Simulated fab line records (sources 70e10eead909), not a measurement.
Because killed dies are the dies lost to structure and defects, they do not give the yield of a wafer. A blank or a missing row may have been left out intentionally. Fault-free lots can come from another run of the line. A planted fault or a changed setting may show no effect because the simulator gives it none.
A struck lot beside a sound one | flow nand-harc | 15 out of 1302 route steps
Sound: wafers L837.2, L837.4, L837.6. The struck wafers were L853.2, L853.3, L853.6. The cause is named last.
Each step with rows lists, per side, the tool, then ch with its chambers, then its first start. Under that, the readings that differ: sound wafers | struck wafers | difference of the means | sigmas: that difference in standard deviations of wafers without a fault.
alike: words and numbers the same on both sides, and readings whose means are apart by under 2 such deviations; not compared: readings that were withheld, readings missing a value for some wafer, numbers with overlapping values and no deviation given by the record, and bounds like >300 which may hide the same value.
A row with sigmas, a row that says differs or no value, or rows on one side alone: a step with any of these is where the two part. Numbers that don't overlap but have no deviation are shown without sigmas and don't part them. A reading that every wafer of one side lacks parts them only if that side has two wafers or more.

first, 4 steps without rows for these wafers: NHARC_A_DECK1_JOINT_CURE_26 (time 32 s); NHARC_A_DECK1_JOINT_ANNEAL_27 (time 3600 s); NHARC_A_DECK1_JOINT_ANNEAL_28 (time 1800 s); NHARC_A_DECK1_JOINT_ANNEAL_29 (time 1800 s).
NHARC_A_DECK1_JOINT_CMP_02: polishes SiOx.
  sound on cmp-04 ch 0,1,3, day 14 08:29; struck on cmp-04 ch 0,3, day 20 19:08
  alike: motor-current-A
following that, these wafers have no rows for 1 step: NHARC_A_DECK1_JOINT_SRD_15.
NHARC_A_DECK1_JOINT_DEP_16: deposits SiO2, target thk 45 nm.
  sound on pecvd-04 ch 0,1, day 14 08:56; struck on pecvd-03 ch 0,2, day 20 19:32
  alike: heater-power-w, mfc-precursor-sccm, susceptor-temp-C, throttle-valve-pct
NHARC_A_DECK1_JOINT_THK_MEAS_17: measures by ellipsometry.
  sound on film-metro-02, day 14 09:10; struck on film-metro-02, day 20 19:50
  alike: thk-nm
NHARC_A_DECK1_JOINT_INSPECT_05:
  sound on defect-inspect-02, day 14 09:11; struck on defect-inspect-02, day 20 19:52
  alike: raw-defect-count
then NHARC_A_ONON_D2_DEP_00 (target thk 1000 nm), 1 step lacking rows for these wafers.
NHARC_A_ONON_D2_THK_MEAS_02: measures by ellipsometry.
  sound on film-metro-01, day 14 09:46; struck on film-metro-01, day 20 20:27
  alike: thk-nm
NHARC_A_ONON_D2_DEP_03: target thk 1000 nm.
  sound on pecvd-onon-02 ch 0, day 14 09:53; struck on pecvd-onon-04 ch 0, day 20 20:34
  alike: susceptor-temp-C
NHARC_A_ONON_D2_THK_MEAS_05: measures by ellipsometry.
  sound on film-metro-01, day 14 10:20; struck on film-metro-02, day 20 21:02
  reading     | sound       | struck      | difference | sigmas
  thk-nm (nm) | 992 992 992 | 567 565 565 | -426       | -43
then NHARC_A_ONON_D2_DEP_06 (target thk 1000 nm), 1 step lacking rows for these wafers.
-- jump in the record: it breaks off in module A_ONON_D2 and resumes in module END (first step shown: number 1302 of the route), and 12 days separate the struck wafers' starts before and after --
NHARC_END_SORT_01:
  only the struck wafers appear in the record here, on prober-02 ch 0 at day 33 05:22; the sound ones have no rows

WHERE THEY PART
Last at NHARC_END_SORT_01 as far as this record goes, first at NHARC_A_ONON_D2_THK_MEAS_05.

WHY: what the simulator had put in
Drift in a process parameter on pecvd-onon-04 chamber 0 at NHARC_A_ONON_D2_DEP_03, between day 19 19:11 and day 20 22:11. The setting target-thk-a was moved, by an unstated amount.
